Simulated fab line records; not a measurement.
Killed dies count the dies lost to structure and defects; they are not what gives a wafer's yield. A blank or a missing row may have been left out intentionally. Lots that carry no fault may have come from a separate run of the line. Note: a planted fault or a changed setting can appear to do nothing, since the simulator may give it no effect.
Code-filled problem report in 8D (eight disciplines) form    flow n5_finfet    the parts of the form that need people (team, actions taken, sign-off) are left out

1. PROBLEM STATEMENT
Mean of cd_nm at N5_MOL_CONTACT_COAG_CD_MEAS_40: 26.24 nm across 9 wafers in 3 lots; on wafers with no fault it is 25.09 nm (standard deviation 0.25). That is +4.6 standard deviations from the usual mean.
The step: target cd 25.1 nm.
First observed at day 7 11:54: wafer L637.3, on cd_sem-02. Wafers with a number at this step in the record: 26, from 9 lots. Rule for "out" (also "out of limits"): further than 4 standard deviations from the usual mean. The rest of the wafers with a number are treated as sound.

2. WHAT IT IS, AND WHAT IT ISN'T
question                     is                      is not
which readings at this step  cd_nm                   -
which lots                   L637, L638, L641        L627, L631, L633, L636, L644, L650
which wafers of those lots   all that have a number  -
read on which gauges         cd_sem-01, cd_sem-02    cd_sem-03
when                         from day 7 11:54        up to then (11 sound wafers); but 6 sound wafers of L644, L650 came after

3. THE SUSPECTS, EACH WITH WHAT RULES IT OUT
Counting: any tool at a process step up to the reading is kept as a suspect provided that every lot that is out went through it and no sound lot did after the first of them.
- the gauge at N5_MOL_CONTACT_COAG_CD_MEAS_40 has been ruled out. The wafers that are out were read on 2 gauges (cd_sem-01, cd_sem-02).
- ald_sin-04 at N5_MOL_CONTACT_COAG_ALD_27 (deposits SiOC, target thk 17 nm, pulse time 1.5 s, time 2720 s): kept. It processed each lot that is out, first L637 at day 7 07:41, and no sound lot thereafter; up to then, the last sound lot it processed was L633 at day 6 13:25.
- euv_scanner-02 at N5_MOL_CONTACT_COAG_EXPOSE_37 (exposes mask VD, defocus 0 nm): kept. It processed each lot that is out, first L637 at day 7 11:46, and no sound lot thereafter; up to then, the last sound lot it processed was L636 at day 7 08:24. Its own readings are out on those wafers: exposure_dose_mJ_cm2.
After counting, ald_sin-04 at N5_MOL_CONTACT_COAG_ALD_27 and euv_scanner-02 at N5_MOL_CONTACT_COAG_EXPOSE_37 remain.

4. THE CAUSE (what the simulator had put in)
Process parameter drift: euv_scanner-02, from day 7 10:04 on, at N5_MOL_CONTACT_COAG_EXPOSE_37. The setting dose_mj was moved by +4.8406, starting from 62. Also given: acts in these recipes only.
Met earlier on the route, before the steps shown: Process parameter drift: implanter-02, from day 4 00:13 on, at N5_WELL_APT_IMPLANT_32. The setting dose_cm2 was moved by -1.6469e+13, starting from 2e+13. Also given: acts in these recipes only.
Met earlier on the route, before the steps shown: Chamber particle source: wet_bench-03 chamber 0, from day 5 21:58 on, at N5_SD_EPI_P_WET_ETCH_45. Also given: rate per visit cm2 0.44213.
Counting leaves 2 suspects; this tool is one of them.

5. THE CHAIN OF EFFECTS, in route order
Rows list readings where the struck wafers' mean (over those with a number) sits beyond 3 standard deviations from the usual. Scope: only readings with a usual standard deviation given in the record; hours: median across lots of the time from each lot's start at the first step in this table that gives one to its start at this step; sigmas: change in usual standard deviations.
hours  step                            reading               usual        on struck wafers  change  sigmas
0      N5_MOL_CONTACT_COAG_EXPOSE_37   exposure_dose_mJ_cm2  62.8         67.3              +4.5    +6.0
0      N5_MOL_CONTACT_COAG_CD_MEAS_40  cd_nm                 25.09 nm     26.24             +1.15   +4.6
71     N5_BEOL_M4_RC_MEAS_101          CJ_N                  4.36         2.73              -1.63   -17
71     N5_BEOL_M4_RC_MEAS_101          DIBL_N                37.0 mV/V    46.7              +9.7    +4.2
71     N5_BEOL_M4_RC_MEAS_101          IOFF_N                0.17 nA/um   0.87              +0.70   +15
71     N5_BEOL_M4_RC_MEAS_101          IOFF_N_85C            3.3 nA/um    12.0              +8.7    +12
71     N5_BEOL_M4_RC_MEAS_101          RS_PWELL              3006 ohm/sq  3127              +121    +5.3
71     N5_BEOL_M4_RC_MEAS_101          SS_N                  71.7 mV/dec  82.8              +11.1   +15
187    N5_PASSIVATION_PROBE_49         sort_bin_4_leakage    0.0 %        50.9              +50.9   +99 or more
187    N5_PASSIVATION_PROBE_49         sort_n_pass           1079         471               -608    -38
187    N5_PASSIVATION_PROBE_49         sort_yield_pct        91.4 %       39.9              -51.5   -37
Process steps it contains:
- N5_MOL_CONTACT_COAG_EXPOSE_37: exposes mask VD, defocus 0 nm.
- N5_PASSIVATION_PROBE_49

6. HOW IT WOULD HAVE BEEN CAUGHT EARLIER
The first out-of-limits reading at a measuring or inspecting step in this record came at day 7 11:54, 2 hours after the fault's start at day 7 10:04.
Tool's own readings at N5_MOL_CONTACT_COAG_EXPOSE_37, exposure_dose_mJ_cm2: out on all struck wafers the step has rows for; an alarm limit on them would have tripped on the first.
L638, L641, from the lots that are out (3), started N5_MOL_CONTACT_COAG_EXPOSE_37 on euv_scanner-02 later than day 7 11:54. A hold on the tool at that time would have spared those 2.
